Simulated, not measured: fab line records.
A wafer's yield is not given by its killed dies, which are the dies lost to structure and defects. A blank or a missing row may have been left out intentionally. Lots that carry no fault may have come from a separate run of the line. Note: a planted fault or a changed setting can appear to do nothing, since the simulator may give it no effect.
A lot that was struck, set against a sound lot + flow n5-finfet + 37 out of 1938 route steps
Sound: these wafers, L598.1, L598.4, L598.6. Wafers struck: L605.2, L605.3, L605.6. Last of all comes the cause.
For every step that has rows: the tool of each side, followed by ch and its chambers, followed by its first start. Under that, the readings that differ: sound wafers + struck wafers + difference of the means + sigmas: that difference in standard deviations of wafers without a fault.
alike: same words and numbers on both sides, and readings whose means sit less than 2 such deviations apart. not compared: any withheld reading, any reading some wafer has no value for, any bound like >300 that may hide the same value, and any number with overlapping values for which the record gives no deviation.
Wherever a step has rows on one side only, a row that says differs or no value, or a row with sigmas, the two part there. Numbers that don't overlap but have no deviation are shown without sigmas and don't part them. Lack of a reading on every wafer of one side parts them only where that side has two or more wafers.

first, 9 steps without rows for these wafers: N5_BEOL_M4_ANNEAL_95 (time 240 s); N5_BEOL_M4_SPUTTER_96 (material Cu, target thk 4.5 nm, time 8.29 s); N5_BEOL_M4_ECD_50 (material Cu, target thk 300 nm); N5_BEOL_M4_ANNEAL_51 (time 90 s); N5_BEOL_M4_CMP_52 (polishes, stops on SiOC, t overpolish 6.8 s, target thk 40 nm); N5_BEOL_M4_PRE_CLEAN_60 (time 15 s); N5_BEOL_M4_CO_CAP_55 (material Co, precursor CCTBA/H2, target thk 2 nm, time 102.1 s); N5_BEOL_M4_PRE_CLEAN_56 (time 15 s); N5_BEOL_M4_DEP_57 (deposits SiCN from 3MS/NH3, target thk 8 nm, time 14 s).
N5_BEOL_M4_RC_MEAS_101:
  sound on prober-01 ch 0, day 9 13:01; struck on prober-02 ch 0, day 11 02:43
  alike: DIBL_N, DIBL_P, IOFF_N, IOFF_P, ION_N, ION_P, SS_N, SS_P, VT_N, VT_P
then, 24 steps without rows for these wafers: N5_BEOL_M5_ILD_DEP_00 (deposits SiCOH lowk from DEMS/porogen, target thk 140.64 nm, time 25.9 s); N5_BEOL_M5_CURE_79 (cures SiCOH lowk, time 240 s); N5_BEOL_M5_PECVD_70 (deposits SiO2 from TEOS/O2, target thk 16 nm, time 18 s); N5_BEOL_M5_HM_DEP_02 (deposits TiN, target thk 20 nm); N5_BEOL_M5_COAT_59 (time 60 s, resist thk 60 nm); N5_BEOL_M5_COAT_60 (time 60 s, resist thk 12 nm); N5_BEOL_M5_COAT_71 (time 60 s, resist thk 5 nm); N5_BEOL_M5_COAT_05 (resist thk 30 nm); N5_BEOL_M5_EBR_07; N5_BEOL_M5_SOFTBAKE_06 (time 60 s); N5_BEOL_M5_EXPOSE_08 (exposes mask M5, target cd 28 nm); N5_BEOL_M5_PEB_09 (peb time 60 s); N5_BEOL_M5_DEVELOP_10 (develop time 30 s); N5_BEOL_M5_DESCUM_16 (chemistry O2, time 7 s); N5_BEOL_M5_ETCH_72 (etches underlayer in N2/H2, target depth 6.5 nm, time 5.2 s); N5_BEOL_M5_ETCH_61 (etches SiARC in CF4, target depth 15.6 nm, time 26 s); N5_BEOL_M5_ETCH_62 (etches SOC in N2/H2, target depth 75 nm, overetch 15 nm, time 112.5 s); N5_BEOL_M5_STRIP_63 (strips in N2/H2); N5_BEOL_M5_STRIP_73 (strips in N2/H2); N5_BEOL_M5_STRIP_64 (strips in CF4); N5_BEOL_M5_HM_OPEN_17 (chemistry Cl2/BCl3, target TiN, target depth 20 nm, overetch 6 nm); N5_BEOL_M5_STRIP_19 (strips in O2); N5_BEOL_M5_COAT_65 (time 60 s, resist thk 60 nm); N5_BEOL_M5_COAT_66 (time 60 s, resist thk 12 nm).
-- record jumps: 2 days separate the struck wafers' starts on either side; left off in module BEOL_M5, taken up again in module BEOL_M10, whose first shown step is the route's number 1526 --
N5_BEOL_M10_CVD_75: deposits Co from CCTBA/H2, target thk 2 nm, time 138.9 s.
  sound on cvd-co-01 ch 0,1, day 11 15:15; struck on cvd-co-02 ch 0,1, day 13 04:57
  no value came back on the struck wafers for chamber-pressure-Torr (Torr), run-length-s (s); on the sound wafers chamber-pressure-Torr (Torr) reads 29.90 29.97 29.88
N5_BEOL_M10_CMP_52: polishes, stops on SiCOH lowk, t overpolish 7 s, target thk 140 nm.
  sound on cmp-04 ch 0,2, day 11 16:28; struck on cmp-04 ch 0,2,3, day 13 06:06
| reading                      | sound          | struck         | difference | sigmas |
|------------------------------|----------------|----------------|------------|--------|
| barrier-field-endpoint-s (s) | 30.0 29.5 30.3 | 27.3 27.5 27.3 | -2.6       | -3     |
  alike: motor-current-A, slurry-filter-dp-kPa, slurry-flow-ml-min
-- the record jumps here: 2 days lie between the struck wafers' starts before and after (it left off in module BEOL_M10 and takes up again in module PASSIVATION, whose first step shown is number 1936 of the route) --
N5_PASSIVATION_PROBE_49:
  sound: prober-01 at day 13 09:19; struck: prober-02 at day 15 08:28
| reading                  | sound          | struck         | difference | sigmas      |
|--------------------------|----------------|----------------|------------|-------------|
| defect-limited-yield (%) | 91.5 89.7 91.2 | 25.3 21.0 23.0 | -67.7      | -42         |
| killed_at_M0_to_M3       | 43 58 39       | 17 21 10       | -31        | -3          |
| killed_at_M4_up          | 7 14 11        | 821 876 862    | +842       | +99 or more |
| killed-dies              | 100 122 104    | 881 932 909    | +799       | +42         |
| killed-on-rim            | 16 15 13       | 77 83 71       | +62        | +15         |
| killed-open              | 71 88 68       | 49 45 37       | -32        | -2          |
| sort_bin_5_function (%)  | 4.1 6.9 5.3    | 61.7 68.6 63.6 | +59.2      | +59         |
| sort_bin_6_memory (%)    | 3.9 3.1 3.1    | 12.5 10.1 13.3 | +8.6       | +11         |
| sort-n-pass              | 1080 1058 1076 | 299 248 271    | -799       | -42         |
| sort-yield-pct (%)       | 91.5 89.7 91.2 | 25.3 21.0 23.0 | -67.7      | -42         |
  alike: killed-at-contacts, killed-at-front-end, killed-at-other, killed-short

## WHERE THEY PART
Earliest at N5_BEOL_M10_CVD_75; latest, in this record, at N5_PASSIVATION_PROBE_49.

WHY: what had been put in by the simulator
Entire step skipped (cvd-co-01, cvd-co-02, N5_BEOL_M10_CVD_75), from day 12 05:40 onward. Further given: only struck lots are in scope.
